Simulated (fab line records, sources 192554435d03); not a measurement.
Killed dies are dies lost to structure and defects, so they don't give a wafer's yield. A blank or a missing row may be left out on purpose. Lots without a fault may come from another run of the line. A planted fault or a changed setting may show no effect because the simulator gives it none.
fab line records | flow n5_finfet
record lots=6 wafers=18 last_day=17
route steps=1938 shown DUMMY_GATE@234 BEOL_M4@1111
lots that met no fault: from a run of the same line without faults
start_h: hours from the record's first day to the start of the lot's first wafer shown | wait_h: hours since the lot's step before | " the same as in the row above | L1.1+2: a row that stands for several wafers | - no value, or no start given | * or withheld: withheld | < > ~ a bound
route shown NAME@n: a module of which the file shows steps, and the number in the route of the first | usual: mean/standard deviation of fault-free wafers | same: alike in all rows | chamber/n: place in a boat | sites: the reading at each site | _std_site: their standard deviation | _edge_site: outer sites' mean less inner sites' | radius_mm: how far each site lies from the wafer's centre | mask NAME#n: copy n | behind: the tool/chamber that last shaped the wafer | hold: why the lot was held/for how many hours/how that ended | device: the transistor (n, p or np) that didn't switch | end of line: the same wafers' tests at the end of the route | a step without rows: its recipe alone | killed: dies lost to structure and defects at the first sort, not the wafer's yield | map: a wafer's dies, x killed, . not, _ none there
set.NAME: the setting as run; set.NAME@STEP: as run at that earlier step | model.NAME: the simulator's own value behind a step, which no gauge read
lots at some steps of the route; a table a step, a row a wafer
services: from which hour (start_h, from the record's first day; less than 0 if before it) a tool's chamber was out of use, for how many hours, and why
## steps
# step N5_DUMMY_GATE_DESCUM_20
# recipe chemistry=O2 time_s=6.2 source_power_w=50 bias_power_w=20 pressure_mtorr=20 rf_frequency_hz=2.712e+07 temp_c=40 resist=CAR-EUV o2_flow_sccm=225
# step N5_DUMMY_GATE_ETCH_29
# recipe chemistry=N2/H2 target=underlayer target_depth_a=130 ion_energy_ev=200 pressure_mtorr=30 source_w=840 bias_w=150 n2_flow_sccm=200 h2_flow_sccm=200
# usual drypump_motor_current_A=5.43/0.29 oes_product_au=0.75/0.079 rf_vpp_V=525.1/1.8 showerhead_plenum_p_Torr=2.59/0.06 throttle_valve_pct=18.0/0.31
# columns lot.wafer tool chamber start_h wait_h drypump_motor_current_A oes_product_au rf_hours_counter_h rf_vpp_V showerhead_plenum_p_Torr throttle_valve_pct
L262.1 rie_diel-03 2 45.22 0.0 5.26 0.71 184 522.2 2.53 18.1
L262.4 " 3 " " 5.14 0.71 200 528.0 2.65 18.2
L262.5 " 3 " " 5.14 0.72 - 524.9 2.65 18.2
L266.3 rie_diel-06 0 74.46 0.0 5.09 0.78 115 527.5 2.69 17.9
L266.4 " 1 " " 5.45 0.71 217 526.5 2.62 18.0
L266.6 " 3 " " 5.32 0.75 - 524.1 2.56 18.1
L269.2 rie_diel-06 3 88.18 0.0 5.33 0.75 133 525.3 2.56 18.1
L269.4 " 0 " " 5.09 0.77 119 526.3 2.69 17.9
L269.5 " 1 " " 5.46 0.71 - 525.9 2.62 18.0
L270.1 rie_diel-06 2 94.33 0.0 5.91 0.76 172 523.8 2.56 18.5
L270.2 " 3 " " 5.34 0.76 135 524.1 2.56 18.1
L270.4 " 0 " " 5.09 0.78 122 526.7 2.68 17.9
L281.2 rie_diel-03 3 160.50 0.0 5.16 0.69 238 527.1 2.63 18.3
L281.4 " 1 " " 5.29 0.83 52 528.7 2.68 17.6
L281.6 " 1 " " 5.30 0.83 - 527.4 2.68 17.6
L284.2 rie_diel-03 0 177.84 0.0 5.95 0.71 190 522.6 2.52 17.6
L284.5 " 2 " " 5.25 0.68 - 522.6 2.51 18.2
L284.6 " 3 " " 5.15 0.69 - 527.5 2.63 18.3
# step N5_DUMMY_GATE_ETCH_36
# recipe chemistry=CF4 target=SiARC target_depth_a=130 pressure_mtorr=40 source_w=545 bias_w=36 Ar_flow_sccm=100 cf4_flow_sccm=100 ion_energy_ev=80
# step N5_DUMMY_GATE_ETCH_37
# recipe chemistry=N2/H2 target=SOC target_depth_a=600 overetch_a=300 temp_c=40 ion_energy_ev=200 pressure_mtorr=30 source_w=840 bias_w=150 n2_flow_sccm=200 h2_flow_sccm=200
# usual drypump_motor_current_A=5.43/0.29 oes_product_au=0.60/0.06 rf_vpp_V=524.8/1.8 showerhead_plenum_p_Torr=2.59/0.06 throttle_valve_pct=17.9/0.31
# columns lot.wafer tool chamber start_h wait_h drypump_motor_current_A oes_product_au rf_hours_counter_h rf_vpp_V showerhead_plenum_p_Torr throttle_valve_pct
L262.1 rie_diel-03 2 45.30 0.0 5.24 0.56 184 522.6 2.53 18.0
L262.4 " 3 " " 5.16 0.56 200 526.9 2.64 18.1
L262.5 " 3 " " 5.15 0.57 - 528.3 2.65 18.2
L266.3 rie_diel-06 0 74.54 0.0 5.11 0.61 115 527.3 2.69 17.8
L266.4 " 1 " " 5.46 0.55 217 524.5 2.62 17.9
L266.6 " 3 " " 5.31 0.60 - 523.8 2.56 18.0
L269.2 rie_diel-06 3 88.26 0.0 5.36 0.59 133 524.0 2.56 18.0
L269.4 " 0 " " 5.08 0.61 119 528.4 2.68 17.8
L269.5 " 1 " " 5.45 0.55 - 525.1 2.62 17.9
L270.1 rie_diel-06 2 94.41 0.0 5.91 0.61 172 523.4 2.56 18.4
L270.2 " 3 " " 5.35 0.59 135 524.1 2.56 18.0
L270.4 " 0 " " 5.08 0.60 122 527.7 2.68 17.8
L281.2 rie_diel-03 3 160.58 0.0 5.17 0.55 238 526.2 2.63 18.2
L281.4 " 1 " " 5.28 0.65 52 529.0 2.68 17.6
L281.6 " 1 " " 5.28 0.65 - 529.1 2.68 17.6
L284.2 rie_diel-03 0 177.92 0.0 5.94 0.58 190 523.4 2.52 17.5
L284.5 " 2 " " 5.27 0.54 - 523.9 2.51 18.1
L284.6 " 3 " " 5.15 0.54 - 526.6 2.63 18.2
# step N5_DUMMY_GATE_STRIP_38
# recipe chemistry=N2/H2 temp_c=40 n2_flow_sccm=200 h2_flow_sccm=200 rf_frequency_hz=6e+07
# step N5_DUMMY_GATE_STRIP_39
# recipe chemistry=N2/H2 temp_c=40 n2_flow_sccm=200 h2_flow_sccm=200 rf_frequency_hz=6e+07
# step N5_DUMMY_GATE_TRIM_49
# recipe chemistry=O2 resist=SOC time_s=29 target_cd_nm=14 source_power_w=300 bias_power_w=0 O2_flow_sccm=100 temp_c=20
# step N5_DUMMY_GATE_STRIP_40
# recipe chemistry=CF4 resist=SiARC power_w=300 bias_power_w=75 pressure_mtorr=50 cf4_flow_sccm=150 rf_frequency_hz=6e+07
# usual drypump_motor_current_A=5.41/0.29 oes_product_au=0.75/0.07 rf_vpp_V=271.5/1.3 showerhead_plenum_p_Torr=1.82/0.043 throttle_valve_pct=13.62/0.26
# columns lot.wafer tool chamber start_h wait_h drypump_motor_current_A oes_product_au rf_hours_counter_h rf_vpp_V showerhead_plenum_p_Torr throttle_valve_pct
L262.1 rie_diel-06 1 45.47 0.1 5.43 0.70 207 270.3 1.85 13.77
L262.4 " 3 " " 5.32 0.76 120 270.7 1.81 13.68
L262.5 " 0 " " 5.09 0.76 - 272.9 1.86 13.36
L266.3 rie_diel-03 0 74.72 0.1 5.95 0.75 158 271.4 1.78 13.33
L266.4 " 3 " " 5.13 0.70 210 270.8 1.85 13.88
L266.6 " 1 " " 5.28 0.86 - 272.5 1.91 13.43
L269.2 rie_diel-05 2 88.47 0.1 5.69 0.70 230 272.4 1.83 13.63
L269.4 " 3 " " 5.30 0.74 - 271.6 1.78 13.51
L269.5 " 2 " " 5.67 0.69 - 270.9 1.83 13.62
L270.1 rie_diel-06 2 94.84 0.3 5.89 0.75 172 270.0 1.80 13.91
L270.2 " 1 " " 5.45 0.69 223 270.2 1.84 13.83
L270.4 " 0 " " 5.06 0.75 122 273.4 1.86 13.43
L281.2 rie_diel-06 2 160.84 0.1 5.90 0.74 184 271.1 1.80 13.94
L281.4 " 0 " " 5.10 0.73 144 274.7 1.85 13.48
L281.6 " 2 " " 5.91 0.74 - 272.1 1.80 13.92
L284.2 rie_diel-06 3 178.10 0.1 5.33 0.72 166 271.8 1.80 13.80
L284.5 " 0 " " 5.09 0.72 - 273.3 1.85 13.46
L284.6 " 2 " " 5.87 0.74 - 271.0 1.79 13.96
# step N5_DUMMY_GATE_CD_MEAS_50
# recipe target_cd_nm=14
# usual cd_nm=14.0/0.38
# columns lot.wafer tool chamber start_h wait_h cd_nm
L262.1 cd_sem-02 - 45.52 0.0 14.1
L262.4 " - " " 14.0
L262.5 " - " " 14.1
L266.3 cd_sem-01 - 74.78 0.0 14.2
L266.4 " - " " 13.5
L266.6 " - " " 13.2
L269.2 cd_sem-01 - 88.52 0.0 14.0
L269.4 " - " " 14.7
L269.5 " - " " 14.9
L270.1 cd_sem-03 - 94.89 0.0 13.8
L270.2 " - " " 14.4
L270.4 " - " " 14.2
L281.2 cd_sem-02 - 160.89 0.0 14.0
L281.4 " - " " 14.6
L281.6 " - " " 14.7
L284.2 cd_sem-01 - 178.15 0.0 14.1
L284.5 " - " " 14.4
L284.6 " - " " 13.8
# step N5_DUMMY_GATE_ETCH_31
# recipe chemistry=C4F6/O2 target=SiO2 mask_material=SOC target_depth_a=825 time_s=27.5 ion_energy_ev=250 pressure_mtorr=30 source_w=345 bias_w=185 Ar_flow_sccm=300 C4F6_flow_sccm=10 O2_flow_sccm=10
# step N5_DUMMY_GATE_STRIP_41
# recipe chemistry=O2 power_w=400 temp_c=40 pressure_mtorr=30 rf_frequency_hz=6e+07 bias_power_w=0 overash_fraction=0.3 o2_flow_sccm=225
# usual drypump_motor_current_A=5.42/0.29 oes_product_au=0.74/0.065 rf_vpp_V=3.7/0.52 showerhead_plenum_p_Torr=2.13/0.046 throttle_valve_pct=16.73/0.2
# columns lot.wafer tool chamber start_h wait_h drypump_motor_current_A oes_product_au rf_hours_counter_h rf_vpp_V showerhead_plenum_p_Torr throttle_valve_pct
L262.1 rie_diel-03 0 45.62 0.0 5.94 0.76 148 2.7 2.10 16.39
L262.4 " 1 " " 5.28 0.89 14 3.0 2.24 16.52
L262.5 " 0 " " 5.94 0.75 - 3.2 2.10 16.40
L266.3 rie_diel-06 1 74.87 0.0 5.47 0.71 217 4.2 2.15 16.79
L266.4 " 0 " " 5.09 0.77 115 3.4 2.21 16.57
L266.6 " 1 " " 5.42 0.71 - 3.4 2.15 16.77
L269.2 rie_diel-06 3 88.64 0.0 5.32 0.74 133 3.7 2.11 16.80
L269.4 " 1 " " 5.46 0.72 221 3.1 2.15 16.79
L269.5 " 2 " " 5.90 0.75 - 3.7 2.10 17.02
L270.1 rie_diel-06 3 94.98 0.0 5.33 0.73 135 3.6 2.11 16.80
L270.2 " 1 " " 5.38 0.70 223 3.1 2.15 16.80
L270.4 " 2 " " 5.87 0.75 172 4.0 2.10 17.00
L281.2 rie_diel-06 0 161.16 0.0 5.06 0.74 144 4.2 2.20 16.64
L281.4 " 3 " " 5.32 0.71 160 3.4 2.10 16.83
L281.6 " 3 " " 5.35 0.72 - 3.6 2.10 16.84
L284.2 rie_diel-06 0 178.24 0.0 5.08 0.73 149 4.0 2.20 16.64
L284.5 " 3 " " 5.36 0.70 - 4.0 2.09 16.84
L284.6 " 2 " " 5.89 0.75 - 3.8 2.09 17.02
# step N5_DUMMY_GATE_HM_OPEN_21
# recipe chemistry=CH3F/O2 target=SiNx target_depth_a=1200 Ar_flow_sccm=150 CH3F_flow_sccm=30 O2_flow_sccm=23 time_s=171.4 pressure_mtorr=30 source_w=395 bias_w=73 ion_energy_ev=120.7
# usual O2_flow_sccm=22.99/0.069 drypump_motor_current_A=5.42/0.29 oes_product_au=0.74/0.067 rf_vpp_V=302/4.7 showerhead_plenum_p_Torr=2.05/0.05 throttle_valve_pct=16.54/0.21
# same time_s=171.4
# columns lot.wafer tool chamber start_h wait_h O2_flow_sccm drypump_motor_current_A oes_product_au rf_hours_counter_h rf_vpp_V showerhead_plenum_p_Torr throttle_valve_pct
L262.1 rie_diel-03 0 45.66 0.0 23.04 5.94 0.74 149 301 2.02 16.17
L262.4 " 1 " " 22.99 5.27 0.89 14 300 2.17 16.37
L262.5 " 0 " " 23.07 5.94 0.74 - 299 2.02 16.19
L266.3 rie_diel-06 1 74.91 0.0 23.06 5.42 0.70 217 300 2.09 16.71
L266.4 " 0 " " 23.01 5.07 0.78 115 303 2.12 16.33
L266.6 " 1 " " 23.01 5.43 0.71 - 299 2.09 16.72
L269.2 rie_diel-06 3 88.68 0.0 22.89 5.29 0.74 133 309 2.03 16.58
L269.4 " 1 " " 23.04 5.39 0.70 221 299 2.09 16.71
L269.5 " 2 " " 22.94 5.90 0.75 - 300 2.01 16.73
L270.1 rie_diel-06 3 95.02 0.0 23.01 5.34 0.74 135 309 2.03 16.57
L270.2 " 1 " " 23.01 5.44 0.70 224 298 2.09 16.71
L270.4 " 2 " " 23.13 5.87 0.75 172 299 2.01 16.71
L281.2 rie_diel-06 0 161.20 0.0 22.93 5.10 0.75 144 303 2.11 16.40
L281.4 " 3 " " 23.00 5.35 0.72 160 308 2.02 16.63
L281.6 " 3 " " 22.98 5.34 0.71 - 309 2.02 16.62
L284.2 rie_diel-06 0 178.28 0.0 22.87 5.06 0.74 149 305 2.11 16.38
L284.5 " 3 " " 23.00 5.33 0.72 - 308 2.02 16.64
L284.6 " 2 " " 22.98 5.92 0.73 - 300 2.00 16.76
# step N5_DUMMY_GATE_ETCH_32
# recipe chemistry=CF4 target=SiO2 target_depth_a=35 time_s=3.9 ion_energy_ev=350 pressure_mtorr=10 icp_w=800 bias_w=400 cf4_flow_sccm=80
# usual drypump_motor_current_A=5.6/0.49 oes_product_au=0.998/0.014 throttle_valve_pct=21.7/0.32
# columns lot.wafer tool chamber start_h wait_h drypump_motor_current_A oes_product_au rf_hours_counter_h throttle_valve_pct model.SiO2_of_DUMMY_GATE_PECVD_30.thk_nm model.etch.depth_nm
L262.1 rie_si-02 1 45.82 0.1 5.7 0.998 65 21.8 41.2 3.492
L262.4 " 3 " " 6.4 0.997 106 21.4 41.8 3.492
L262.5 " 1 " " 5.7 1.002 - 21.8 42.4 3.506
L266.3 rie_si-01 2 75.07 0.1 5.7 1.000 57 21.3 40.8 3.556
L266.4 " 1 " " 5.7 0.983 161 21.8 41.6 3.482
L266.6 " 0 " " 6.4 1.016 - 21.8 41.6 3.584
L269.2 rie_si-02 0 88.84 0.1 5.5 1.008 149 21.4 41 3.459
L269.4 " 3 " " 6.4 0.993 107 21.4 43 2.395
L269.5 " 0 " " 5.5 1.005 - 21.4 43 2.389
L270.1 rie_si-02 0 95.19 0.1 5.5 1.020 149 21.4 41.6 2.469
L270.2 " 1 " " 5.7 1.008 66 21.8 41.4 3.541
L270.4 " 2 " " 5.6 1.008 1 22.5 42.8 2.524
L281.2 rie_si-01 2 161.36 0.1 5.7 0.988 58 21.3 40.2 3.502
L281.4 " 3 " " 5.7 0.982 101 21.9 41.2 3.466
L281.6 " 3 " " 5.7 0.979 - 21.9 42 3.479
L284.2 rie_si-06 3 178.44 0.1 5.2 0.968 14 21.5 41.2 3.4
L284.5 " 2 " " 5.6 1.000 - 21.7 42.8 3.493
L284.6 " 3 " " 5.1 0.967 - 21.5 42.6 3.393
# step N5_DUMMY_GATE_ETCH_23
# recipe chemistry=HBr/Cl2/O2 HBr_flow_sccm=150 Cl2_flow_sccm=80 O2_flow_sccm=12 bias_w=102 target_depth_a=410 time_s=22.3 target=poly-Si mask_material=SiO2 pressure_mtorr=10 icp_w=800
# step N5_BEOL_M4_RC_MEAS_101
# usual DIBL_N=36.4/1.7 DIBL_P=36.4/2.1 IOFF_N=0.16/0.035 IOFF_P=0.21/0.035 ION_N=680/11 ION_P=465/6.8 SS_N=71.5/0.58 SS_P=73.2/0.72 VT_N=249/3.6 VT_P=-250/3.1
# columns lot.wafer tool chamber start_h wait_h DIBL_N[mV/V] DIBL_P[mV/V] IOFF_N[nA/um] IOFF_P[nA/um] ION_N[uA/um] ION_P[uA/um] SS_N[mV/dec] SS_P[mV/dec] VT_N[mV] VT_P[mV]
L262.1 prober-02 0 179.95 0.0 36.9 33.9 0.14 0.15 669 454 71.6 73.0 252 -256
L262.4 " 0 " " 37.0 34.7 0.13 0.17 674 463 71.0 72.5 253 -257
L262.5 " 0 " " 36.3 34.0 0.13 0.16 675 455 71.1 73.0 253 -254
L266.3 prober-02 0 214.27 0.3 35.4 37.1 0.17 0.19 681 459 71.3 72.8 250 -254
L266.4 " 0 " " 36.0 38.4 0.18 0.21 686 470 71.8 73.6 248 -250
L266.6 " 0 " " 37.6 39.5 0.20 0.22 681 463 71.5 73.7 248 -251
L270.1 prober-02 0 214.89 0.6 36.6 36.2 0.16 0.20 675 464 71.0 73.1 248 -253
L270.2 " 0 " " 34.7 34.5 0.13 0.17 670 457 71.3 72.2 254 -256
L270.4 " 0 " " 37.0 37.4 0.18 0.22 701 473 71.4 73.8 248 -252
L269.2 prober-02 0 216.38 0.2 36.6 37.4 0.18 0.22 685 466 71.8 73.5 246 -249
L269.4 " 0 " " 33.6 35.0 0.14 0.19 684 476 71.3 72.9 249 -252
L269.5 " 0 " " 34.6 36.8 0.15 0.21 681 470 71.3 73.9 247 -250
L281.2 prober-01 0 296.90 0.2 40.0 37.8 0.22 0.26 697 471 72.5 74.2 245 -247
L281.4 " 0 " " 36.0 32.5 0.14 0.18 663 458 71.5 72.3 251 -254
L281.6 " 0 " " 36.9 34.8 0.17 0.21 686 470 71.1 73.2 246 -251
L284.2 prober-01 0 306.27 0.7 37.3 36.7 0.16 0.23 682 467 71.7 72.8 249 -247
L284.5 " 0 " " 35.5 34.1 0.14 0.19 683 469 71.3 73.1 252 -251
L284.6 " 0 " " 37.7 37.6 0.17 0.25 686 471 71.9 73.9 249 -247
## services
# columns tool chamber start_h hours kind
rie_si-02 3 21.96 8.1 repair
rie_si-01 2 38.08 5.0 repair
rie_diel-05 1 77.53 - clean
rie_diel-05 1 77.53 - consumable_replace:focus_ring
rie_diel-05 1 77.53 21.6 scheduled_down
rie_diel-05 1 77.53 21.6 vent_cycle
rie_si-01 - 85.28 4.1 repair
rie_diel-05 0 91.43 9.1 repair
rie_si-06 3 93.16 4.6 repair
rie_si-06 - 100.22 0.4 repair
rie_diel-06 2 118.80 26.8 repair
rie_si-06 2 123.88 7.5 repair
rie_si-01 - 134.41 0.8 repair
rie_si-01 2 138.88 3.6 repair
rie_diel-05 2 156.15 - clean
rie_diel-05 2 156.15 - consumable_replace:focus_ring
rie_diel-05 2 156.15 14.8 scheduled_down
rie_diel-05 2 156.15 14.8 vent_cycle
rie_diel-06 0 169.70 4.3 repair
rie_diel-06 1 173.98 - clean
rie_diel-06 1 173.98 - consumable_replace:focus_ring
rie_diel-06 1 173.98 20.7 scheduled_down
rie_diel-06 1 173.98 20.7 vent_cycle
## key
first_sign none at tools or gauges
model_effect step=N5_DUMMY_GATE_ETCH_32 value=SiO2_of_DUMMY_GATE_PECVD_30.thk_nm without=41.5 struck=42.6
met_at N5_DUMMY_GATE_ETCH_32
struck_wafers L269.4,L269.5,L270.1,L270.4
onset_between 45.82 88.84
fault kind=process_parameter_drift tool=rie_si-02 chamber=- onset_h=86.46 steps=N5_DUMMY_GATE_ETCH_32 channel=time_s offset=* shape=step end_h=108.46 scope=struck_wafers_only acts_in=* stated=*
